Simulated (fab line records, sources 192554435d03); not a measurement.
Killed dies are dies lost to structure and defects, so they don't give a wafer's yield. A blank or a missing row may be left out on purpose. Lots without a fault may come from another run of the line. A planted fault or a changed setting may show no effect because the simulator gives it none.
Which tool did it? | flow n5_finfet | 9 lots, 27 wafers sampled, at 5 steps of a route of 1938

WHAT THE GAUGES READ, wafer by wafer
N5_BEOL_M15_THK_MEAS_50: measures by xrf. Usual: M15_THK 850 nm, standard deviation 20.
lot  | measured     | on            | M15_THK (nm) | flag
L224 | day 12 18:23 | film_metro-01 | 856 840 856  |
L225 | day 13 20:50 | film_metro-01 | 864 854 886  |
L227 | day 14 03:01 | film_metro-02 | 852 873 863  |
L231 | day 14 11:44 | film_metro-02 | 852 860 875  |
L230 | day 14 14:47 | film_metro-01 | 884 828 818  |
L234 | day 16 03:56 | film_metro-02 | 825 876 880  |
L235 | day 16 07:37 | film_metro-02 | 846 867 863  |
L243 | day 18 09:57 | film_metro-02 | 827 966 815  |
L244 | day 18 09:47 | film_metro-02 | 818 858 861  |

N5_BEOL_M15_RS_MEAS_54: measures by four-point-probe. Usual: M15_RS 0.0217 ohm/sq, standard deviation 0.00055.
lot  | measured     | on            | M15_RS (ohm/sq)      | flag
L224 | day 12 18:31 | film_metro-02 | 0.0215 0.0219 0.0216 |
L225 | day 13 20:58 | film_metro-02 | 0.0211 0.0214 0.0206 |
L227 | day 14 03:09 | film_metro-01 | 0.0216 0.0212 0.0213 |
L231 | day 14 11:52 | film_metro-02 | 0.0217 0.0215 0.0210 |
L230 | day 14 14:55 | film_metro-02 | 0.0209 0.0224 0.0226 |
L234 | day 16 04:04 | film_metro-02 | 0.0223 0.0211 0.0209 |
L235 | day 16 07:44 | film_metro-02 | 0.0215 0.0210 0.0211 |
L243 | day 18 10:05 | film_metro-01 | 0.0224 0.0191 0.0226 |
L244 | day 18 09:55 | film_metro-01 | 0.0225 0.0214 0.0212 |

N5_BEOL_M15_INSPECT_55: inspects for defects (darkfield). Usual: raw_defect_count 75, standard deviation 27.
lot  | measured     | on                | raw_defect_count | flag
L224 | day 12 18:32 | defect_inspect-01 | 83 73 49         |
L225 | day 13 21:00 | defect_inspect-01 | 63 60 90         |
L227 | day 14 03:11 | defect_inspect-01 | 54 79 58         |
L231 | day 14 11:53 | defect_inspect-02 | 60 55 55         |
L230 | day 14 14:57 | defect_inspect-02 | 105 99 124       |
L234 | day 16 04:05 | defect_inspect-02 | 72 122 41        |
L235 | day 16 07:46 | defect_inspect-02 | 95 94 74         |
L243 | day 18 10:06 | defect_inspect-01 | 30 55 67         |
L244 | day 18 09:57 | defect_inspect-01 | 93 129 104       |

WHICH TOOL RAN EACH LOT (tool, then ch and the chambers of the sampled wafers, then the start)
lot  | N5_BEOL_M15_TRENCH_ETCH_34         | N5_BEOL_M15_CMP_49
L224 | rie_diel-06 ch 1,3, day 12 15:04   | cmp-02 ch 1,3, day 12 18:05
L225 | rie_diel-04 ch 0,2,3, day 13 17:34 | cmp-04 ch 0,1, day 13 20:32
L227 | rie_diel-06 ch 0,1, day 13 23:59   | cmp-02 ch 0,1,3, day 14 02:48
L231 | rie_diel-04 ch 0,2,3, day 14 08:46 | cmp-02 ch 0,1,2, day 14 11:29
L230 | rie_diel-02 ch 0,2,3, day 14 12:00 | cmp-02 ch 0,1,3, day 14 14:30
L234 | rie_diel-02 ch 0,3, day 16 01:44   | cmp-01 ch 0,2, day 16 03:38
L235 | rie_diel-04 ch 2,3, day 16 02:32   | cmp-02 ch 0,1,2, day 16 07:19
L243 | rie_diel-02 ch 0,1,2, day 18 03:16 | cmp-01 ch 0,1,3, day 18 09:41
L244 | rie_diel-06 ch 0,1,2, day 18 06:50 | cmp-04 ch 1,2,3, day 18 09:32
- N5_BEOL_M15_TRENCH_ETCH_34: etches SiO2 in C4F8/O2/Ar, target depth 872.93 nm, time 199 s.
- N5_BEOL_M15_CMP_49: polishes, stops on SiO2, t overpolish 4.9 s, target thk 850 nm.

WHAT THE TOOLS THEMSELVES READ (means of the sampled wafers that have a number; where no wafer has one, the mark that the record gives instead)
N5_BEOL_M15_TRENCH_ETCH_34. Usual: bias_w 2041 W, standard deviation 5.9; chamber_pressure_mTorr 20.001 mTorr, standard deviation 0.019; drypump_motor_current_A 5.9 A, standard deviation 0.33; oes_product_au 0.82 a.u., standard deviation 0.082; rf_vpp_V 2239 V, standard deviation 36; showerhead_plenum_p_Torr 3.51 Torr, standard deviation 0.096; throttle_valve_pct 30.93 %, standard deviation 0.27.
lot  | tool        | bias_w (W) | chamber_pressure_mTorr (mTorr) | drypump_motor_current_A (A) | oes_product_au (a.u.) | rf_vpp_V (V) | showerhead_plenum_p_Torr (Torr) | throttle_valve_pct (%) | flag
L224 | rie_diel-06 | 2038       | 20.002                         | 5.9                         | 0.89                  | 2251         | 3.53                            | 31.04                  |
L225 | rie_diel-04 | 2038       | 19.987                         | 5.7                         | 0.84                  | 2271         | 3.57                            | 31.01                  |
L227 | rie_diel-06 | 2040       | 20.012                         | 5.9                         | 0.89                  | 2240         | 3.58                            | 30.79                  |
L231 | rie_diel-04 | 2044       | 20.003                         | 5.7                         | 0.81                  | 2271         | 3.57                            | 31.01                  |
L230 | rie_diel-02 | 2044       | 20.004                         | 5.9                         | 0.86                  | 2220         | 3.55                            | 30.90                  |
L234 | rie_diel-02 | 2037       | 19.979                         | 6.3                         | 0.89                  | 2225         | 3.59                            | 30.85                  |
L235 | rie_diel-04 | 2037       | 20.000                         | 5.4                         | 0.77                  | 2247         | 3.51                            | 31.00                  |
L243 | rie_diel-02 | 2047       | 20.017                         | 5.9                         | 0.79                  | 2250         | 3.50                            | 31.03                  |
L244 | rie_diel-06 | 2037       | 20.011                         | 5.9                         | 0.78                  | 2231         | 3.54                            | 30.69                  |

N5_BEOL_M15_CMP_49. Usual: barrier_field_endpoint_s 11.30 s, standard deviation 0.3; clearing_platen_down_force_psi 2.000 psi, standard deviation 0.0038; head_pressure_psi 2.000 psi, standard deviation 0.0041; motor_current_A 8.3 A, standard deviation 0.65; overpolish_run_s 4.901 s, standard deviation 0.0084; platen_rpm 80.00 rpm, standard deviation 0.057.
lot  | tool   | barrier_field_endpoint_s (s) | clearing_platen_down_force_psi (psi) | head_pressure_psi (psi) | motor_current_A (A) | overpolish_run_s (s) | platen_rpm (rpm) | flag
L224 | cmp-02 | 11.32                        | 2.000                                | 1.997                   | 7.6                 | 4.904                | 79.98            |
L225 | cmp-04 | 11.74                        | 1.999                                | 2.000                   | 8.8                 | 4.900                | 80.03            |
L227 | cmp-02 | 11.46                        | 1.999                                | 1.999                   | 8.0                 | 4.895                | 80.01            |
L231 | cmp-02 | 11.40                        | 1.999                                | 2.001                   | 8.0                 | 4.904                | 80.04            |
L230 | cmp-02 | 11.03                        | 2.004                                | 2.002                   | 8.1                 | 4.898                | 79.99            |
L234 | cmp-01 | 10.81                        | 2.002                                | 2.000                   | 7.6                 | 4.904                | 80.00            |
L235 | cmp-02 | 11.29                        | 2.006                                | 2.002                   | 8.1                 | 4.907                | 80.00            |
L243 | cmp-01 | 11.19                        | 2.002                                | 1.998                   | 8.2                 | 4.899                | 80.03            |
L244 | cmp-04 | 11.37                        | 2.000                                | 2.001                   | 8.5                 | 4.906                | 80.00            |

THE ANSWER, worked out from the rows above alone
Rule: a lot is off if the mean of its wafers that have a number lies more than 3 standard deviations from the usual mean. A lot without any number at a reading at which 4 lots or more have one is off too. The other lots that the step has rows for count as sound. The gauges are gone through in route order, then the tools' own readings, and for those a lot's mean is taken as printed above. The first step at which some lot is off is used, and at that step the reading that is off furthest; a lot without a number counts as furthest.
No lot is off at any reading shown: from this, nothing can be told.

WHAT THE SIMULATOR HAD PUT IN
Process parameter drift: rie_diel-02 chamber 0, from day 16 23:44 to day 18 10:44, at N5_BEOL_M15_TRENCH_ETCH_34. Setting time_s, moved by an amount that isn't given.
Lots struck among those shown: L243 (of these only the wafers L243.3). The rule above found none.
